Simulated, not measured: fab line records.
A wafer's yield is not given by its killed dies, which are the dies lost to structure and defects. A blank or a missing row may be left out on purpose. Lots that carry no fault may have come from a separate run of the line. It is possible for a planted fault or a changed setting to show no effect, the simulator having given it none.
Matching of chambers + flow nand-harc + pecvd-03 running NHARC_A_BONDPAD_DEP_00: 3 sister chambers
The step deposits SiCN, target thk 250 nm. 3 wafers are shown with their chamber, then 9 later ones without.

## WAFERS WITH THEIR CHAMBER
| wafer  | chamber | heater-power-w (W) |
|--------|---------|--------------------|
| L086.1 | 0       | 619                |
| L086.2 | 2       | 559                |
| L086.3 | 1       | 520                |

## WAFERS MISSING THEIR CHAMBER
| wafer  | heater-power-w (W) |
|--------|--------------------|
| L088.1 | 548                |
| L088.3 | 541                |
| L088.4 | 611                |
| L091.1 | 563                |
| L091.2 | 552                |
| L091.5 | 575                |
| L095.1 | 590                |
| L095.2 | 537                |
| L095.5 | 584                |

## THE CHAMBER EACH PASSED THROUGH
| wafer  | from the rows above     | in truth                   |
|--------|-------------------------|----------------------------|
| L088.1 | can't be placed: 2 or 1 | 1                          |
| L088.3 | can't be placed: 2 or 1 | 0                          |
| L088.4 | 0                       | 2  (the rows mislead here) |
| L091.1 | 2                       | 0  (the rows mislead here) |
| L091.2 | can't be placed: 2 or 1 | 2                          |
| L091.5 | can't be placed: 2 or 0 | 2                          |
| L095.1 | can't be placed: 0 or 2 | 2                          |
| L095.2 | can't be placed: 1 or 2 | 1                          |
| L095.5 | can't be placed: 2 or 0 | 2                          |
Placed correctly: 0 of 9. These rows do not allow placing 7 (true chamber among the candidates in 6). Wrongly placed: 2.
How it was worked out, from the rows above alone: a wafer's distance from a chamber is the root of the sum, over the readings, of the square of ((its reading less the chamber's mean) divided by the reading's scatter). The wafer belongs to the nearest chamber; if the next one is less than 2 further off, it can't be placed. A chamber's mean is the mean of its shown wafers. The scatter (one wafer shown for each chamber): square how far every hidden wafer sits from the nearest shown wafer, average those squares and take the square root.
